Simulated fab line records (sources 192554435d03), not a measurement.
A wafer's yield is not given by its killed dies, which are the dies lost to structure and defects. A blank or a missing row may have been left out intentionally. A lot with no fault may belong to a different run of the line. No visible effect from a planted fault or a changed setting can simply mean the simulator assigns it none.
fab line records ; flow n5Finfet
[record] lots = 10; wafers = 30; lastDay = 18
route steps=1938 shown SD_EPI_P@303 ILD0@339 BEOL_M4@1111 PASSIVATION@1936
lots that met no fault: from a run of the same line without faults
startH: hours from the record's opening day to when the first of the lot's shown wafers began ; waitH: hours from the lot's prior step to this one ; " as in the row above ; L1.1+2: a single row standing in for several wafers ; - no value present, or no start provided ; * or withheld: withheld ; < > ~ a bound
route shown NAME@n: names a module that has steps shown in the file, with the first one's number in the route ; usual: mean/standard deviation taken from wafers without a fault ; same: alike in all rows ; chamber/n: place in a boat ; sites: per-site readings ; _std_site: the values' standard deviation ; _edge_site: mean of outer sites minus mean of inner sites ; radiusMm: for every site, how far away it sits from the centre of the wafer ; mask NAME#n: copy n ; behind: the last tool/chamber to shape the wafer ; hold: reason for holding the lot/hours on hold/outcome of the hold ; device: which transistor (n, p or np) failed to switch ; end of line: the same wafers' tests at the end of the route ; a step without rows: its recipe alone ; killed: at the first sort, the dies lost to defects and structure; wafer yield is something else ; map: the dies of a wafer, with x for killed, . for not killed, _ for no die there
set.NAME: setting as actually run; set.NAME@STEP: the setting as run at that earlier step ; model.NAME: the simulator's own value behind a step, which no gauge read
a sample of lots followed through the steps of the route, with each step as a table and each wafer as a row
services: the hour from which a tool's chamber was out of use, counted from the record's first day as startH (under 0 if before that day), plus the number of hours and why
[[steps]]
[step N5_SD_EPI_P_CD_MEAS_09]
[recipe] targetCdNm = 240; landingEnergyEv = 500; detector = seInlens
[usual] cdNm = 239.8/0.71
lot.wafer;tool;chamber;startH;waitH;cdNm
L831.1;cdSem-02;0;57.92;-;239.9
L831.3;cdSem-02;0;57.92;-;239.8
L831.5;cdSem-02;0;57.92;-;239.5
L832.2;cdSem-01;0;67.56;-;241.4
L832.5;cdSem-01;0;67.56;-;239.9
L832.6;cdSem-01;0;67.56;-;239.2
L836.1;cdSem-02;0;92.95;-;239.5
L836.4;cdSem-02;0;92.95;-;239.0
L836.5;cdSem-02;0;92.95;-;238.2
L839.1;cdSem-03;0;108.21;-;239.7
L839.3;cdSem-03;0;108.21;-;240.4
L839.5;cdSem-03;0;108.21;-;240.5
L847.3;cdSem-01;0;157.03;-;240.3
L847.5;cdSem-01;0;157.03;-;240.4
L847.6;cdSem-01;0;157.03;-;239.4
L849.2;cdSem-02;0;168.68;-;239.9
L849.4;cdSem-02;0;168.68;-;240.2
L849.6;cdSem-02;0;168.68;-;240.0
L848.1;cdSem-02;0;173.11;-;240.0
L848.2;cdSem-02;0;173.11;-;239.9
L848.3;cdSem-02;0;173.11;-;240.4
L851.1;cdSem-02;0;180.31;-;240.0
L851.3;cdSem-02;0;180.31;-;240.0
L851.6;cdSem-02;0;180.31;-;239.8
L852.1;cdSem-02;0;185.56;-;239.4
L852.4;cdSem-02;0;185.56;-;239.8
L852.5;cdSem-02;0;185.56;-;238.4
L853.1;cdSem-03;0;193.10;-;240.3
L853.3;cdSem-03;0;193.10;-;239.7
L853.6;cdSem-03;0;193.10;-;240.3
[step N5_SD_EPI_P_PRECLEAN_51]
[recipe] chemistry = NF3:NH3; afsCycles = 1; tempC = 30; timeS = 20; sublimationTempC = 180; sublimationTimeS = 60; pressureTorr = 3; rfPowerW = 30
[usual] sublimationTempC = 180.00/0.14
lot.wafer;tool;chamber;startH;waitH;sublimationTempC
L831.1;epiRpcvd-02;0;59.03;0.0;179.88
L831.3;epiRpcvd-02;0;59.03;0.0;180.01
L831.5;epiRpcvd-02;0;59.03;0.0;179.67
L832.2;epiRpcvd-01;0;68.67;0.1;179.94
L832.5;epiRpcvd-01;0;68.67;0.1;180.13
L832.6;epiRpcvd-01;0;68.67;0.1;179.85
L836.1;epiRpcvd-03;0;94.06;0.0;180.17
L836.4;epiRpcvd-03;0;94.06;0.0;180.22
L836.5;epiRpcvd-03;0;94.06;0.0;180.16
L839.1;epiRpcvd-01;0;109.29;0.0;180.18
L839.3;epiRpcvd-01;0;109.29;0.0;180.17
L839.5;epiRpcvd-01;0;109.29;0.0;180.11
L847.3;epiRpcvd-01;0;158.17;0.1;180.00
L847.5;epiRpcvd-01;0;158.17;0.1;180.17
L847.6;epiRpcvd-01;0;158.17;0.1;180.00
L849.2;epiRpcvd-03;0;169.80;0.1;179.80
L849.4;epiRpcvd-03;0;169.80;0.1;179.80
L849.6;epiRpcvd-03;0;169.80;0.1;180.21
L848.1;epiRpcvd-01;0;174.78;0.0;180.06
L848.2;epiRpcvd-01;0;174.78;0.0;180.07
L848.3;epiRpcvd-01;0;174.78;0.0;180.03
L851.1;epiRpcvd-03;0;181.85;0.0;179.89
L851.3;epiRpcvd-03;0;181.85;0.0;179.89
L851.6;epiRpcvd-03;0;181.85;0.0;179.73
L852.1;epiRpcvd-02;0;186.65;0.0;179.93
L852.4;epiRpcvd-02;0;186.65;0.0;179.98
L852.5;epiRpcvd-02;0;186.65;0.0;179.99
L853.1;epiRpcvd-03;0;194.17;0.0;179.97
L853.3;epiRpcvd-03;0;194.17;0.0;180.08
L853.6;epiRpcvd-03;0;194.17;0.0;180.03
[step N5_SD_EPI_P_EPI_MEAS_23]
[recipe] mode = xrd
[usual] thkNm = 61.0/1.3
lot.wafer;tool;chamber;startH;waitH;thkNm
L831.1;filmMetro-02;-;61.60;1.9;63.1
L831.3;filmMetro-02;-;61.60;1.9;60.1
L831.5;filmMetro-02;-;61.60;1.9;61.7
L832.2;filmMetro-01;-;72.03;2.0;61.1
L832.5;filmMetro-01;-;72.03;2.0;60.2
L832.6;filmMetro-01;-;72.03;2.0;61.1
L836.1;filmMetro-02;-;96.62;1.8;61.3
L836.4;filmMetro-02;-;96.62;1.8;61.2
L836.5;filmMetro-02;-;96.62;1.8;61.2
L839.1;filmMetro-02;-;112.69;2.4;59.0
L839.3;filmMetro-02;-;112.69;2.4;59.3
L839.5;filmMetro-02;-;112.69;2.4;59.4
L847.3;filmMetro-01;-;160.67;1.1;60.0
L847.5;filmMetro-01;-;160.67;1.1;63.1
L847.6;filmMetro-01;-;160.67;1.1;62.8
L849.2;filmMetro-01;-;173.16;2.0;60.7
L849.4;filmMetro-01;-;173.16;2.0;62.5
L849.6;filmMetro-01;-;173.16;2.0;63.4
L848.1;filmMetro-01;-;177.34;1.8;61.9
L848.2;filmMetro-01;-;177.34;1.8;64.3
L848.3;filmMetro-01;-;177.34;1.8;63.4
L851.1;filmMetro-02;-;185.24;2.4;59.4
L851.3;filmMetro-02;-;185.24;2.4;60.1
L851.6;filmMetro-02;-;185.24;2.4;61.4
L852.1;filmMetro-02;-;189.22;1.9;61.3
L852.4;filmMetro-02;-;189.22;1.9;60.9
L852.5;filmMetro-02;-;189.22;1.9;62.3
L853.1;filmMetro-02;-;197.57;2.4;61.2
L853.3;filmMetro-02;-;197.57;2.4;60.3
L853.6;filmMetro-02;-;197.57;2.4;60.9
[step N5_SD_EPI_P_INSPECT_26]
[recipe] inspectInstrument = darkfield; mode = postEpi
[usual] rawDefectCount = 180/39
lot.wafer;tool;chamber;startH;waitH;rawDefectCount
L831.1;defectInspect-01;-;61.78;0.0;214
L831.3;defectInspect-01;-;61.78;0.0;165
L831.5;defectInspect-01;-;61.78;0.0;164
L832.2;defectInspect-02;-;72.20;0.0;169
L832.5;defectInspect-02;-;72.20;0.0;162
L832.6;defectInspect-02;-;72.20;0.0;173
L836.1;defectInspect-01;-;96.79;0.0;174
L836.4;defectInspect-01;-;96.79;0.0;165
L836.5;defectInspect-01;-;96.79;0.0;179
L839.1;defectInspect-02;-;112.86;0.0;188
L839.3;defectInspect-02;-;112.86;0.0;221
L839.5;defectInspect-02;-;112.86;0.0;181
L847.3;defectInspect-02;-;160.84;0.0;1207
L847.5;defectInspect-02;-;160.84;0.0;1100
L847.6;defectInspect-02;-;160.84;0.0;1199
L849.2;defectInspect-02;-;173.33;0.0;148
L849.4;defectInspect-02;-;173.33;0.0;182
L849.6;defectInspect-02;-;173.33;0.0;208
L848.1;defectInspect-01;-;177.51;0.0;1295
L848.2;defectInspect-01;-;177.51;0.0;1229
L848.3;defectInspect-01;-;177.51;0.0;1298
L851.1;defectInspect-01;-;185.42;0.0;135
L851.3;defectInspect-01;-;185.42;0.0;124
L851.6;defectInspect-01;-;185.42;0.0;197
L852.1;defectInspect-01;-;189.40;0.0;142
L852.4;defectInspect-01;-;189.40;0.0;167
L852.5;defectInspect-01;-;189.40;0.0;141
L853.1;defectInspect-02;-;197.76;0.0;102
L853.3;defectInspect-02;-;197.76;0.0;214
L853.6;defectInspect-02;-;197.76;0.0;171
[step N5_ILD0_THK_MEAS_04]
[usual] thkNm = 197.6/1.1
lot.wafer;tool;chamber;startH;waitH;thkNm
L831.1;filmMetro-01;-;65.37;-;197.2
L831.3;filmMetro-01;-;65.37;-;198.1
L831.5;filmMetro-01;-;65.37;-;198.4
L832.2;filmMetro-01;-;75.66;-;198.9
L832.5;filmMetro-01;-;75.66;-;199.6
L832.6;filmMetro-01;-;75.66;-;197.8
L836.1;filmMetro-01;-;100.46;-;197.5
L836.4;filmMetro-01;-;100.46;-;198.5
L836.5;filmMetro-01;-;100.46;-;197.1
L839.1;filmMetro-01;-;116.64;-;199.1
L839.3;filmMetro-01;-;116.64;-;196.8
L839.5;filmMetro-01;-;116.64;-;198.2
L847.3;filmMetro-02;-;164.29;-;197.8
L847.5;filmMetro-02;-;164.29;-;195.4
L847.6;filmMetro-02;-;164.29;-;197.7
L849.2;filmMetro-02;-;176.81;-;196.8
L849.4;filmMetro-02;-;176.81;-;198.4
L849.6;filmMetro-02;-;176.81;-;198.8
L848.1;filmMetro-01;-;182.46;-;196.9
L848.2;filmMetro-01;-;182.46;-;199.7
L848.3;filmMetro-01;-;182.46;-;198.2
L851.1;filmMetro-01;-;190.15;-;195.7
L851.3;filmMetro-01;-;190.15;-;197.5
L851.6;filmMetro-01;-;190.15;-;197.5
L852.1;filmMetro-02;-;194.73;-;196.8
L852.4;filmMetro-02;-;194.73;-;199.2
L852.5;filmMetro-02;-;194.73;-;199.4
L853.1;filmMetro-02;-;201.56;-;195.4
L853.3;filmMetro-02;-;201.56;-;196.4
L853.6;filmMetro-02;-;201.56;-;197.9
[step N5_BEOL_M4_RC_MEAS_101]
[usual] DIBL_N = 36.2/1.6; DIBL_P = 36.5/1.9; IOFF_N = 0.158/0.027; IOFF_P = 0.21/0.038; ION_N = 675/12; ION_P = 464/8.9; SS_N = 71.5/0.61; SS_P = 73.4/0.59; VT_N = 250.4/3; VT_P = -250/3.6
lot.wafer;tool;chamber;startH;waitH;DIBL_N[mV/V];DIBL_P[mV/V];IOFF_N[nA/um];IOFF_P[nA/um];ION_N[uA/um];ION_P[uA/um];SS_N[mV/dec];SS_P[mV/dec];VT_N[mV];VT_P[mV]
L831.1;prober-01;0;164.40;0.0;37.7;38.5;0.175;0.26;683;474;72.3;74.0;251.0;-247
L831.3;prober-01;0;164.40;0.0;36.3;36.5;0.146;0.22;676;472;71.1;73.0;251.9;-250
L831.5;prober-01;0;164.40;0.0;38.5;39.0;0.194;0.27;683;468;72.0;74.1;247.4;-245
L832.2;prober-01;0;170.34;0.2;35.1;35.1;0.140;0.18;670;458;71.4;73.4;250.7;-254
L832.5;prober-01;0;170.34;0.2;34.4;34.7;0.130;0.18;663;461;70.9;73.1;255.0;-254
L832.6;prober-01;0;170.34;0.2;34.1;33.3;0.114;0.16;656;449;71.2;72.0;254.7;-255
L836.1;prober-01;0;202.49;0.0;37.8;37.8;0.168;0.21;684;461;72.0;73.6;253.7;-250
L836.4;prober-01;0;202.49;0.0;38.4;38.4;0.180;0.22;689;461;71.5;74.4;249.0;-250
L836.5;prober-01;0;202.49;0.0;39.3;39.3;0.192;0.24;680;463;71.3;74.3;251.1;-253
L839.1;prober-02;0;218.98;0.0;37.6;38.5;0.184;0.24;698;475;72.1;73.9;245.7;-249
L839.3;prober-02;0;218.98;0.0;35.8;37.4;0.158;0.22;686;467;71.1;73.5;250.7;-249
L839.5;prober-02;0;218.98;0.0;35.6;37.4;0.165;0.22;696;477;71.1;73.4;247.4;-248
L849.2;prober-01;0;276.87;0.2;37.6;39.8;0.205;0.24;676;460;72.9;74.1;246.6;-249
L849.4;prober-01;0;276.87;0.2;35.3;38.0;0.153;0.21;669;462;71.9;74.0;252.0;-251
L849.6;prober-01;0;276.87;0.2;34.3;36.5;0.132;0.18;658;459;71.9;73.4;253.2;-253
L847.3;prober-01;0;279.92;0.3;36.6;37.1;0.172;0.21;666;463;72.4;72.5;249.4;-252
L847.5;prober-01;0;279.92;0.3;37.2;37.6;0.176;0.22;669;458;72.7;74.3;250.6;-252
L847.6;prober-01;0;279.92;0.3;35.2;36.7;0.142;0.20;673;462;71.5;73.6;252.4;-253
L848.1;prober-01;0;281.24;0.0;35.9;35.2;0.144;0.20;699;475;71.7;73.5;248.9;-250
L848.2;prober-01;0;281.24;0.0;37.0;37.2;0.162;0.23;691;467;71.6;74.1;248.4;-251
L848.3;prober-01;0;281.24;0.0;38.6;40.1;0.212;0.30;705;488;72.1;74.0;245.7;-242
L851.1;prober-02;0;302.58;0.0;35.7;35.7;0.158;0.18;677;459;71.2;72.7;248.8;-254
L851.3;prober-02;0;302.58;0.0;36.8;38.1;0.175;0.23;666;457;71.6;73.8;247.5;-250
L851.6;prober-02;0;302.58;0.0;35.6;36.5;0.165;0.20;677;468;71.4;72.8;248.2;-251
L853.1;prober-01;0;313.01;0.0;38.4;38.9;0.223;0.30;690;478;73.0;74.6;246.9;-245
L853.3;prober-01;0;313.01;0.0;36.2;36.3;0.157;0.23;666;461;71.9;73.7;252.2;-248
L853.6;prober-01;0;313.01;0.0;36.0;35.3;0.158;0.21;675;461;71.6;72.9;252.8;-252
L852.1;prober-02;0;320.57;0.0;35.0;34.8;0.149;0.22;664;463;71.1;72.8;250.4;-248
L852.4;prober-02;0;320.57;0.0;34.2;34.5;0.141;0.22;686;482;70.4;73.0;249.9;-248
L852.5;prober-02;0;320.57;0.0;32.9;33.3;0.116;0.19;666;469;71.3;73.1;252.7;-251
[step N5_PASSIVATION_PROBE_49]
[usual] defectLimitedYield = 91.3/1.7; killed_at_M0_to_M3 = 33/11; killed_at_M4_up = 14/5.5; killedAtContacts = 13/6.5; killedAtFrontEnd = 39/13; killedAtOther = 3.4/2.9; killedDies = 103/20; killedOnRim = 14/4.3; killedOpen = 69/15; killedShort = 32/8.1; sort_bin_5_function = 5.1/1.1; sort_bin_6_memory = 3.3/0.74; sortNPass = 1077/20; sortYieldPct = 91.3/1.7
[same] grossDies = 1180; killedAtBackSide = 0; sort_bin_4_leakage[%] = 0; sort_bin_8_speed[%] = 0
lot.wafer;tool;chamber;startH;waitH;defectLimitedYield[%];killed_at_M0_to_M3;killed_at_M4_up;killedAtContacts;killedAtFrontEnd;killedAtOther;killedDies;killedOnRim;killedOpen;killedShort;sort_bin_5_function[%];sort_bin_6_memory[%];sortNPass;sortYieldPct[%]
L831.1;prober-02;-;287.08;0.0;88.8;51;16;11;50;4;132;20;93;39;6.9;4.1;1048;88.8
L831.3;prober-02;-;287.18;0.1;88.5;31;18;20;60;7;136;18;91;39;6.7;3.7;1044;88.5
L831.5;prober-02;-;287.28;0.2;90.0;48;20;12;26;12;118;17;82;35;5.7;3.7;1062;90.0
L836.1;prober-02;-;314.53;0.0;94.2;23;25;0;20;1;69;9;51;18;3.0;2.7;1111;94.2
L836.4;prober-02;-;314.68;0.2;94.8;26;10;3;19;3;61;7;41;19;2.9;2.0;1119;94.8
L836.5;prober-02;-;314.73;0.2;92.7;28;17;2;34;5;86;9;57;26;4.3;2.7;1094;92.7
L839.1;prober-02;-;336.34;0.0;90.3;34;8;26;43;3;114;16;84;30;6.3;3.0;1066;90.3
L839.3;prober-02;-;336.44;0.1;92.0;41;9;16;25;3;94;15;63;31;4.8;3.0;1086;92.0
L839.5;prober-02;-;336.54;0.2;92.9;30;10;17;26;1;84;13;59;24;4.1;2.7;1096;92.9
L849.2;prober-01;-;385.79;0.1;91.5;31;9;9;47;4;100;11;70;28;4.5;3.6;1080;91.5
L849.4;prober-01;-;385.89;0.2;91.9;22;6;21;34;13;96;15;60;36;5.1;2.9;1084;91.9
L849.6;prober-01;-;385.99;0.3;89.0;38;13;20;54;5;130;22;88;37;6.2;4.1;1050;89.0
L847.3;prober-01;-;390.85;0.1;81.1;19;12;7;184;1;223;12;59;14;11.9;3.9;957;81.1
L847.5;prober-01;-;390.95;0.2;80.8;10;16;11;183;7;227;13;50;24;11.5;3.6;953;80.8
L847.6;prober-01;-;391.00;0.3;80.7;16;11;20;176;5;228;15;46;30;11.7;3.6;952;80.7
L848.1;prober-02;-;393.78;0.0;80.4;19;15;9;186;2;231;11;59;26;11.8;4.5;949;80.4
L848.2;prober-02;-;393.83;0.1;78.6;29;17;21;183;3;253;24;67;40;12.3;5.6;927;78.6
L848.3;prober-02;-;393.88;0.1;80.5;25;11;20;170;4;230;14;65;24;11.9;4.2;950;80.5
// killed by level:class
L831.1 BEOL_M0_SAQP:geometricParticle:open=20 BEOL_M0_SAQP:geometricParticle:short=13 STI_FIN_REVEAL:geometricParticle:open=10 BEOL_M3:geometricParticle:open=10 MOL_CONTACT_COAG:geometricParticle:open=10 BEOL_M4:geometricParticle:open=9 ILD0:geometricParticle:open=8 FIN_SAQP:geometricParticle:short=6
L831.3 MOL_CONTACT_COAG:geometricParticle:open=18 STI_FIN_REVEAL:geometricParticle:open=12 FIN_SAQP:geometricParticle:short=9 BEOL_M4:geometricParticle:open=9 BEOL_M1:geometricParticle:open=9 BEOL_M3:geometricParticle:open=8 FIN_SAQP:geometricParticle:open=7 GATE_CUT:geometricParticle:short=6
L831.5 BEOL_M0_SAQP:geometricParticle:open=13 BEOL_M1:geometricParticle:open=12 BEOL_M0_SAQP:geometricParticle:short=11 MOL_CONTACT_COAG:geometricParticle:open=10 DUMMY_GATE:geometricParticle:open=9 BEOL_M4:geometricParticle:open=6 STI_FIN_REVEAL:geometricParticle:open=5 BEOL_M4:geometricParticle:short=5
L836.1 BEOL_M4:geometricParticle:open=16 BEOL_M3:geometricParticle:open=6 BEOL_M1:geometricParticle:open=4 BEOL_M2:geometricParticle:open=4 FIN_SAQP:geometricParticle:open=3 STI_FIN_REVEAL:geometricParticle:open=3 GATE_CUT:geometricParticle:open=3 BEOL_M0_SAQP:geometricParticle:open=3
L836.4 BEOL_M3:geometricParticle:open=8 BEOL_M2:geometricParticle:open=6 FIN_SAQP:geometricParticle:short=4 STARTING-WAFER:geometricParticle:open=4 BEOL_M4:geometricParticle:open=4 MOL_CONTACT_COAG:geometricParticle:open=3 BEOL_M1:geometricParticle:open=3 BEOL_M3:geometricParticle:short=3
L836.5 BEOL_M4:geometricParticle:open=8 STI_FIN_REVEAL:geometricParticle:open=7 GATE_CUT:geometricParticle:short=6 BEOL_M3:geometricParticle:open=6 BEOL_M1:geometricParticle:open=5 BEOL_M2:geometricParticle:open=4 PAD_METAL:geometricParticle:short=4 FIN_SAQP:geometricParticle:open=3
L839.1 MOL_CONTACT_COAG:geometricParticle:open=25 FIN_SAQP:geometricParticle:open=8 STI_FIN_REVEAL:geometricParticle:open=8 BEOL_M0_SAQP:geometricParticle:open=8 FIN_SAQP:geometricParticle:short=7 DUMMY_GATE:geometricParticle:open=7 BEOL_M0_SAQP:geometricParticle:short=7 SPACER0:geometricParticle:short=6
L839.3 MOL_CONTACT_COAG:geometricParticle:open=13 BEOL_M3:geometricParticle:open=12 BEOL_M0_SAQP:geometricParticle:short=11 BEOL_M0_SAQP:geometricParticle:open=8 STI_FIN_REVEAL:geometricParticle:open=4 BEOL_M1:geometricParticle:open=4 BEOL_M2:geometricParticle:open=4 BEOL_M4:geometricParticle:open=4
L839.5 MOL_CONTACT_COAG:geometricParticle:open=12 BEOL_M0_SAQP:geometricParticle:open=10 BEOL_M0_SAQP:geometricParticle:short=9 FIN_SAQP:geometricParticle:open=7 MOL_CONTACT_COAG:geometricParticle:short=5 BEOL_M4:geometricParticle:short=4 DUMMY_GATE:geometricParticle:open=4 BEOL_M1:geometricParticle:open=4
L849.2 FIN_SAQP:geometricParticle:open=10 STI_FIN_REVEAL:geometricParticle:open=10 BEOL_M2:geometricParticle:open=8 MOL_CONTACT_COAG:geometricParticle:open=7 BEOL_M3:geometricParticle:open=7 FIN_SAQP:geometricParticle:short=6 BEOL_M0_SAQP:geometricParticle:open=6 BEOL_M0_SAQP:geometricParticle:short=6
L849.4 MOL_CONTACT_COAG:geometricParticle:open=15 FIN_SAQP:geometricParticle:open=8 STI_FIN_REVEAL:geometricParticle:open=6 MOL_CONTACT_COAG:geometricParticle:short=6 PASS1_CAP:geometricParticle:short=6 BEOL_M1:geometricParticle:open=5 FIN_SAQP:geometricParticle:short=4 BEOL_M0_SAQP:geometricParticle:open=4
L849.6 MOL_CONTACT_COAG:geometricParticle:open=17 BEOL_M2:geometricParticle:open=17 STI_FIN_REVEAL:geometricParticle:open=14 FIN_SAQP:geometricParticle:short=8 BEOL_M0_SAQP:geometricParticle:open=6 FIN_SAQP:geometricParticle:open=5 BEOL_M3:geometricParticle:open=5 BEOL_M4:geometricParticle:open=5
L847.3 SD_EPI_P:unspecified=149 STI_FIN_REVEAL:geometricParticle:open=13 BEOL_M1:geometricParticle:open=8 MOL_CONTACT_COAG:geometricParticle:open=6 FIN_SAQP:geometricParticle:open=5 BEOL_M4:geometricParticle:open=5 DUMMY_GATE:geometricParticle:open=4 GATE_CUT:geometricParticle:open=3
L847.5 SD_EPI_P:unspecified=152 STI_FIN_REVEAL:geometricParticle:open=9 MOL_CONTACT_COAG:geometricParticle:open=7 STARTING-WAFER:geometricParticle:short=6 BEOL_M4:geometricParticle:open=6 FIN_SAQP:geometricParticle:open=4 BEOL_M2:geometricParticle:open=4 DUMMY_GATE:geometricParticle:open=3
L847.6 SD_EPI_P:unspecified=151 MOL_CONTACT_COAG:geometricParticle:open=17 FIN_SAQP:geometricParticle:short=6 BEOL_M0_SAQP:geometricParticle:short=4 GATE_CUT:geometricParticle:short=4 BEOL_M0:geometricParticle:open=4 MOL_CONTACT_COAG:geometricParticle:short=3 BEOL_M4:geometricParticle:open=3
L848.1 SD_EPI_P:unspecified=145 FIN_SAQP:geometricParticle:short=10 FIN_SAQP:geometricParticle:open=9 DUMMY_GATE:geometricParticle:open=8 MOL_CONTACT_COAG:geometricParticle:open=7 BEOL_M0_SAQP:geometricParticle:open=7 BEOL_M4:geometricParticle:open=7 BEOL_M2:geometricParticle:open=5
L848.2 SD_EPI_P:unspecified=144 MOL_CONTACT_COAG:geometricParticle:open=19 BEOL_M0_SAQP:geometricParticle:short=9 FIN_SAQP:geometricParticle:open=8 FIN_SAQP:geometricParticle:short=8 DUMMY_GATE:geometricParticle:open=7 BEOL_M3:geometricParticle:short=5 BEOL_M0_SAQP:geometricParticle:open=4
L848.3 SD_EPI_P:unspecified=141 MOL_CONTACT_COAG:geometricParticle:open=18 FIN_SAQP:geometricParticle:open=9 BEOL_M0_SAQP:geometricParticle:short=7 BEOL_M2:geometricParticle:open=7 BEOL_M3:geometricParticle:open=4 BEOL_M4:geometricParticle:open=4 FIN_SAQP:geometricParticle:short=3
[[services]]
tool;chamber;startH;hours;kind
epiRpcvd-03;-;55.04;8.1;pm
epiRpcvd-02;-;81.77;0.8;pm
epiRpcvd-01;-;113.80;18.9;pm
[[key]]
[firstSign] step = N5_SD_EPI_P_INSPECT_26; reading = rawDefectCount; direction = up; sigmas = 27; usual = 180; struck = 1221
[effect] step = N5_PASSIVATION_PROBE_49; reading = killedAtFrontEnd; direction = up; sigmas = 11; usual = 39; struck = 180
[moreKillsBornAt] N5_SD_EPI_P_PRECLEAN_51@epiRpcvd-01 = 882
metAt N5_SD_EPI_P_PRECLEAN_51
struckLots L847,L848
notActingAt N5_SD_EPI_P_CD_MEAS_09,N5_SD_EPI_P_EPI_MEAS_23,N5_ILD0_THK_MEAS_04
onsetBetween 109.29 158.17
[fault] kind = chamberParticleSource; tool = epiRpcvd-01; chamber = -; onsetH = 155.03; steps = N5_SD_EPI_P_PRECLEAN_51; ratePerVisitCm2 = 1.5754; endH = 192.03
